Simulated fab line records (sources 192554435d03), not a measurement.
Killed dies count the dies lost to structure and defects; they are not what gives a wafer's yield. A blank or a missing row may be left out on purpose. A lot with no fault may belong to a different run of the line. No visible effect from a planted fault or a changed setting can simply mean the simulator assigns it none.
What tool caused it?    flow n5_finfet    Sampling: 24 lots, 72 wafers, 6 of 1938 route steps

== WHAT THE GAUGES READ, wafer by wafer ==
N5_BEOL_M12_INSPECT_30: inspects for defects (macro). Usual: raw_defect_count 1.9, standard deviation 1.4.
lot   measured      on                 raw_defect_count  flag
L074  day 13 23:04  defect_inspect-02  5 2 4             
L077  day 14 14:14  defect_inspect-01  1 2 2             
L075  day 14 20:38  defect_inspect-02  1 1 1             
L076  day 15 00:21  defect_inspect-02  2 2 1             
L078  day 15 08:42  defect_inspect-02  1 3 3             
L080  day 15 20:35  defect_inspect-02  0 2 1             
L082  day 16 00:44  defect_inspect-01  3 0 1             
L079  day 16 06:01  defect_inspect-01  2 3 3             
L086  day 17 04:11  defect_inspect-01  2 3 1             
L081  day 17 09:38  defect_inspect-02  0 3 3             
L083  day 17 12:17  defect_inspect-02  2 0 2             
L084  day 17 14:49  defect_inspect-01  0 1 0             
L090  day 18 00:01  defect_inspect-02  3 3 2             
L085  day 18 00:13  defect_inspect-01  0 1 3             
L089  day 18 12:59  defect_inspect-02  1 5 2             
L087  day 18 19:47  defect_inspect-01  3 6 2             
L088  day 18 20:10  defect_inspect-02  2 2 3             
L091  day 18 23:11  defect_inspect-02  2 1 6             
L096  day 19 05:07  defect_inspect-01  1 2 2             
L092  day 19 05:44  defect_inspect-02  0 5 4             
L094  day 19 06:38  defect_inspect-01  1 2 2             
L093  day 20 00:05  defect_inspect-01  1 3 3             
L095  day 20 01:17  defect_inspect-01  0 0 2             
L097  day 20 08:34  defect_inspect-01  2 2 4             

N5_BEOL_M12_OCD_MEAS_35. Usual: trench_depth_nm 317 nm, standard deviation 6.8.
lot   measured      on      trench_depth_nm (nm)  flag
L074  day 13 23:37  ocd-01  306 309 307           
L077  day 14 15:07  ocd-01  309 305 310           
L075  day 14 21:15  ocd-01  326 323 322           
L076  day 15 00:55  ocd-01  314 326 313           
L078  day 15 09:25  ocd-02  324 314 317           
L080  day 15 21:10  ocd-01  318 323 315           
L082  day 16 01:17  ocd-02  324 312 323           
L079  day 16 06:34  ocd-02  313 318 318           
L086  day 17 04:44  ocd-02  320 321 326           
L081  day 17 10:11  ocd-01  328 306 312           
L083  day 17 13:08  ocd-02  320 321 323           
L084  day 17 15:23  ocd-01  321 318 325           
L090  day 18 00:35  ocd-01  322 313 322           
L085  day 18 00:46  ocd-02  325 306 330           
L089  day 18 13:33  ocd-02  319 325 315           
L087  day 18 20:25  ocd-01  329 312 314           
L088  day 18 20:58  ocd-02  304 326 309           
L091  day 18 23:44  ocd-02  322 309 313           
L096  day 19 05:48  ocd-01  308 325 314           
L092  day 19 06:19  ocd-02  327 317 317           
L094  day 19 07:13  ocd-02  324 313 305           
L093  day 20 00:38  ocd-01  306 324 308           
L095  day 20 01:50  ocd-01  317 325 317           
L097  day 20 09:29  ocd-02  315 327 319           

N5_BEOL_M13_THK_MEAS_50: measures by xrf. Usual: M13_THK typically reads 420 nm, with standard deviation 10.
lot   measured      on             M13_THK (nm)  flag
L074  day 14 13:59  film_metro-01  419 415 413   
L077  day 15 03:28  film_metro-02  438 426 437   
L075  day 15 06:23  film_metro-02  417 431 420   
L076  day 15 11:49  film_metro-01  413 436 426   
L078  day 15 18:55  film_metro-01  417 417 403   
L080  day 16 03:10  film_metro-01  403 419 402   
L082  day 16 15:35  film_metro-02  415 439 438   
L079  day 16 21:59  film_metro-02  417 435 418   
L086  day 17 13:32  film_metro-01  421 407 420   
L081  day 17 18:27  film_metro-01  422 424 425   
L083  day 17 23:40  film_metro-01  425 399 418   
L084  day 17 23:55  film_metro-01  424 425 425   
L090  day 18 11:48  film_metro-01  404 416 402   
L085  day 18 12:03  film_metro-01  430 417 418   
L089  day 19 04:17  film_metro-02  436 409 417   
L087  day 19 05:58  film_metro-02  428 432 426   
L088  day 19 06:32  film_metro-01  416 411 397   
L091  day 19 11:58  film_metro-01  422 421 400   
L096  day 19 20:35  film_metro-02  421 434 427   
L092  day 20 00:52  film_metro-01  423 399 398   
L094  day 20 02:50  film_metro-01  402 421 421   
L093  day 20 08:25  film_metro-02  427 415 439   
L095  day 20 08:43  film_metro-02  428 430 429   
L097  day 20 19:22  film_metro-02  418 415 423   

== WHICH TOOL RAN EACH LOT (tool, then ch and the chambers of the sampled wafers, then the start) ==
lot   N5_BEOL_M12_ILD_DEP_00           N5_BEOL_M12_ETCH_59                 N5_BEOL_M13_VIA_ETCH_16
L074  pecvd-04 ch 0,1, day 13 21:31    rie_diel-03 ch 1,2,3, day 13 22:13  rie_diel-02 ch 1,2,3, day 14 04:01
L077  pecvd-04 ch 1,2, day 14 12:34    rie_diel-01 ch 0,1,3, day 14 13:15  rie_diel-06 ch 2,3, day 14 20:47
L075  pecvd-01 ch 0,1,2, day 14 18:59  rie_diel-01 ch 0,1,2, day 14 19:40  rie_diel-05 ch 0,1,3, day 15 01:38
L076  pecvd-02 ch 1,2, day 14 22:50    rie_diel-01 ch 2,3, day 14 23:31    rie_diel-06 ch 0,1,2, day 15 06:47
L078  pecvd-02 ch 0,2, day 15 07:03    rie_diel-01 ch 0,1, day 15 07:37    rie_diel-06 ch 0,1,3, day 15 13:43
L080  pecvd-04 ch 0,2, day 15 19:01    rie_diel-04 ch 0,2, day 15 19:44    rie_diel-06 ch 0,1,3, day 16 00:00
L082  pecvd-02 ch 0,1,2, day 15 23:19  rie_diel-01 ch 0,3, day 15 23:52    rie_diel-02 ch 1,3, day 16 03:40
L079  pecvd-01 ch 0,1,2, day 16 04:40  rie_diel-03 ch 1,2,3, day 16 05:10  rie_diel-02 ch 2,3, day 16 16:15
L086  pecvd-04 ch 0,1,2, day 17 02:39  rie_diel-01 ch 1,2,3, day 17 03:20  rie_diel-06 ch 1,2,3, day 17 07:48
L081  pecvd-01 ch 0,1,2, day 17 07:59  rie_diel-03 ch 0,1, day 17 08:40    rie_diel-06 ch 0,1,2, day 17 14:09
L083  pecvd-01 ch 0,1, day 17 10:31    rie_diel-01 ch 1,2, day 17 11:27    rie_diel-06 ch 1,2, day 17 19:07
L084  pecvd-04 ch 1,2, day 17 13:11    rie_diel-03 ch 0,1,3, day 17 13:52  rie_diel-05 ch 0,2,3, day 17 19:35
L090  pecvd-01 ch 1,2, day 17 22:28    rie_diel-01 ch 0,1,2, day 17 23:04  rie_diel-02 ch 0,1,3, day 18 04:43
L085  pecvd-01 ch 1,2, day 17 22:49    rie_diel-01 ch 0,1,2, day 17 23:22  rie_diel-06 ch 2,3, day 18 05:30
L089  pecvd-01 ch 0,1, day 18 11:28    rie_diel-03 ch 0,3, day 18 12:01    rie_diel-05 ch 0,1,3, day 18 20:37
L087  pecvd-04 ch 0,2, day 18 18:02    rie_diel-01 ch 0,1,3, day 18 18:56  rie_diel-02 ch 1,2,3, day 18 23:38
L088  pecvd-04 ch 0,1, day 18 18:46    rie_diel-01 ch 0,1,3, day 18 19:19  rie_diel-05 ch 0,3, day 19 00:06
L091  pecvd-01 ch 0,1,2, day 18 21:29  rie_diel-03 ch 0,1,2, day 18 22:13  rie_diel-05 ch 1,2,3, day 19 04:27
L096  pecvd-01 ch 0,1, day 19 03:40    rie_diel-03 ch 1,2, day 19 04:16    rie_diel-02 ch 0,2, day 19 15:12
L092  pecvd-04 ch 0,2, day 19 04:11    rie_diel-01 ch 0,1,3, day 19 04:45  rie_diel-06 ch 0,2,3, day 19 19:17
L094  pecvd-04 ch 0,2, day 19 05:05    rie_diel-03 ch 1,2,3, day 19 05:48  rie_diel-06 ch 1,2,3, day 19 19:50
L093  pecvd-02 ch 0,1,2, day 19 22:38  rie_diel-04 ch 1,2, day 19 23:14    rie_diel-02 ch 1,2, day 20 04:29
L095  pecvd-04 ch 0,1, day 19 23:46    rie_diel-01 ch 2,3, day 20 00:20    rie_diel-05 ch 1,2,3, day 20 04:53
L097  pecvd-02 ch 0,1,2, day 20 07:13  rie_diel-04 ch 0,1, day 20 07:43    rie_diel-02 ch 0,2,3, day 20 11:58
- N5_BEOL_M12_ILD_DEP_00: deposits SiOC from DEMS/O2, target thk 658.92 nm, time 130.7 s.
- N5_BEOL_M12_ETCH_59: etches BARC in N2/H2, target depth 89 nm, overetch 26.7 nm, time 67.9 s.
- N5_BEOL_M13_VIA_ETCH_16: etches SiOC in C4F8/O2/Ar, target depth 921.7 nm.

== AS READ BY THE TOOLS THEMSELVES (means over the sampled wafers that have a number; for cases with no such wafer, the mark the record gives instead) ==
N5_BEOL_M12_ILD_DEP_00. Usual: heater_power_w 500 W, standard deviation 54; showerhead_plenum_p_Torr 5.693 Torr, standard deviation 0.011; susceptor_temp_C 350.00 C, standard deviation 0.21; throttle_valve_pct 12.1 %, standard deviation 0.98.
lot   tool      heater_power_w (W)  showerhead_plenum_p_Torr (Torr)  susceptor_temp_C (C)  throttle_valve_pct (%)  flag
L074  pecvd-04  506                 5.707                            349.94                13.4                    
L077  pecvd-04  483                 5.691                            349.89                12.8                    
L075  pecvd-01  481                 5.696                            350.22                11.8                    
L076  pecvd-02  527                 5.693                            350.18                12.0                    
L078  pecvd-02  547                 5.692                            349.85                11.4                    
L080  pecvd-04  479                 5.692                            349.80                12.4                    
L082  pecvd-02  491                 5.687                            350.08                11.8                    
L079  pecvd-01  454                 5.693                            349.88                11.7                    
L086  pecvd-04  515                 5.691                            349.95                12.7                    
L081  pecvd-01  452                 5.695                            350.10                11.8                    
L083  pecvd-01  460                 5.702                            350.04                11.7                    
L084  pecvd-04  535                 5.686                            349.86                12.0                    
L090  pecvd-01  482                 5.697                            349.97                11.5                    
L085  pecvd-01  495                 5.698                            349.82                11.4                    
L089  pecvd-01  458                 5.701                            350.00                11.7                    
L087  pecvd-04  524                 5.697                            349.93                12.7                    
L088  pecvd-04  523                 5.695                            350.10                13.2                    
L091  pecvd-01  475                 5.691                            349.93                11.8                    
L096  pecvd-01  481                 5.690                            350.35                12.3                    
L092  pecvd-04  553                 5.693                            350.00                12.6                    
L094  pecvd-04  566                 5.687                            350.19                11.9                    
L093  pecvd-02  468                 5.690                            350.11                11.4                    
L095  pecvd-04  538                 5.690                            349.96                13.7                    
L097  pecvd-02  484                 5.686                            349.82                11.4                    

N5_BEOL_M12_ETCH_59. Usual: drypump_motor_current_A 5.70 A, standard deviation 0.16; oes_product_au 0.67 a.u., standard deviation 0.06; rf_vpp_V 522.9 V, standard deviation 2.4; showerhead_plenum_p_Torr 2.51 Torr, standard deviation 0.087; throttle_valve_pct 17.9 %, standard deviation 0.31.
lot   tool         drypump_motor_current_A (A)  oes_product_au (a.u.)  rf_vpp_V (V)  showerhead_plenum_p_Torr (Torr)  throttle_valve_pct (%)  flag
L074  rie_diel-03  5.81                         0.64                   522.3         2.48                             17.9                    
L077  rie_diel-01  5.72                         0.70                   523.9         2.53                             17.8                    
L075  rie_diel-01  5.63                         0.65                   523.5         2.54                             18.1                    
L076  rie_diel-01  5.72                         0.66                   523.4         2.51                             18.2                    
L078  rie_diel-01  5.61                         0.66                   524.7         2.58                             18.0                    
L080  rie_diel-04  5.59                         0.75                   523.6         2.56                             17.8                    
L082  rie_diel-01  5.81                         0.71                   521.2         2.47                             17.7                    
L079  rie_diel-03  5.80                         0.62                   522.2         2.47                             17.9                    
L086  rie_diel-01  5.69                         0.66                   523.6         2.55                             18.1                    
L081  rie_diel-03  5.69                         0.67                   520.7         2.43                             17.9                    
L083  rie_diel-01  5.61                         0.62                   523.5         2.56                             18.4                    
L084  rie_diel-03  5.66                         0.67                   521.4         2.42                             17.7                    
L090  rie_diel-01  5.66                         0.63                   523.5         2.53                             18.2                    
L085  rie_diel-01  5.65                         0.63                   524.0         2.53                             18.2                    
L089  rie_diel-03  5.61                         0.66                   521.8         2.41                             17.7                    
L087  rie_diel-01  5.72                         0.67                   523.0         2.51                             17.9                    
L088  rie_diel-01  5.72                         0.66                   522.8         2.51                             17.9                    
L091  rie_diel-03  5.76                         0.72                   522.8         2.49                             17.7                    
L096  rie_diel-03  5.85                         0.68                   521.4         2.47                             18.0                    
L092  rie_diel-01  5.73                         0.66                   522.5         2.51                             17.9                    
L094  rie_diel-03  5.80                         0.68                   520.8         2.46                             17.9                    
L093  rie_diel-04  5.59                         0.71                   522.9         2.55                             17.9                    
L095  rie_diel-01  5.73                         0.79                   522.7         2.50                             18.0                    
L097  rie_diel-04  5.88                         0.69                   521.4         2.46                             17.9                    

N5_BEOL_M13_VIA_ETCH_16. Usual: drypump_motor_current_A 5.6 A, standard deviation 0.43; mfc_ar_sccm 400.0 sccm, standard deviation 1.2; oes_product_au 0.72 a.u., standard deviation 0.081; rf_vpp_V 666 V, standard deviation 3.3; showerhead_plenum_p_Torr 3.43 Torr, standard deviation 0.11; throttle_valve_pct 24.15 %, standard deviation 0.23.
lot   tool         drypump_motor_current_A (A)  mfc_ar_sccm (sccm)  oes_product_au (a.u.)  rf_vpp_V (V)  showerhead_plenum_p_Torr (Torr)  throttle_valve_pct (%)  flag
L074  rie_diel-02  5.7                          399.5               0.68                   666           3.44                             24.18                   
L077  rie_diel-06  5.9                          400.4               0.83                   665           3.46                             24.14                   
L075  rie_diel-05  5.5                          400.4               0.63                   662           3.33                             24.27                   
L076  rie_diel-06  5.6                          399.2               0.75                   667           3.44                             24.03                   
L078  rie_diel-06  5.8                          399.9               0.71                   667           3.47                             24.16                   
L080  rie_diel-06  5.8                          400.1               0.71                   668           3.47                             24.16                   
L082  rie_diel-02  6.2                          398.9               0.69                   667           3.46                             24.19                   
L079  rie_diel-02  5.5                          400.0               0.74                   664           3.33                             24.24                   
L086  rie_diel-06  5.7                          400.9               0.77                   666           3.46                             23.99                   
L081  rie_diel-06  5.6                          399.9               0.73                   665           3.43                             24.04                   
L083  rie_diel-06  5.5                          398.5               0.73                   667           3.47                             23.84                   
L084  rie_diel-05  5.6                          400.4               0.62                   663           3.34                             24.23                   
L090  rie_diel-02  5.6                          400.0               0.72                   667           3.46                             24.30                   
L085  rie_diel-06  5.8                          400.1               0.78                   665           3.44                             24.16                   
L089  rie_diel-05  5.5                          399.9               0.68                   663           3.32                             24.20                   
L087  rie_diel-02  5.7                          400.4               0.73                   666           3.42                             24.15                   
L088  rie_diel-05  5.5                          399.2               0.61                   660           3.23                             24.18                   
L091  rie_diel-05  5.8                          399.3               0.69                   666           3.43                             24.19                   
L096  rie_diel-02  4.9                          400.3               0.78                   668           3.49                             24.04                   
L092  rie_diel-06  5.8                          400.5               0.74                   665           3.40                             24.23                   
L094  rie_diel-06  5.7                          399.3               0.74                   666           3.44                             24.02                   
L093  rie_diel-02  5.5                          399.1               0.74                   668           3.48                             23.96                   
L095  rie_diel-05  5.8                          400.2               0.68                   665           3.42                             24.20                   
L097  rie_diel-02  5.2                          399.7               0.74                   666           3.42                             24.25                   

== THE ANSWER, worked out from the rows above alone ==
Rule: take the mean of a lot's wafers that have a number; if it is more than 3 standard deviations from the usual mean, the lot is off. A lot without any number at a reading at which 4 lots or more have one is off too. Any other lot the step has rows for is counted as sound. Order of review: gauges by route order, followed by the tools' own readings, for which a lot's mean as printed above is used. At the first step where some lot is off, the reading lying furthest off is the one used; lots without a number count as furthest.
No lot is off on any of the readings shown, so nothing can be concluded from this.

== WHAT WAS PUT IN BY THE SIMULATOR ==
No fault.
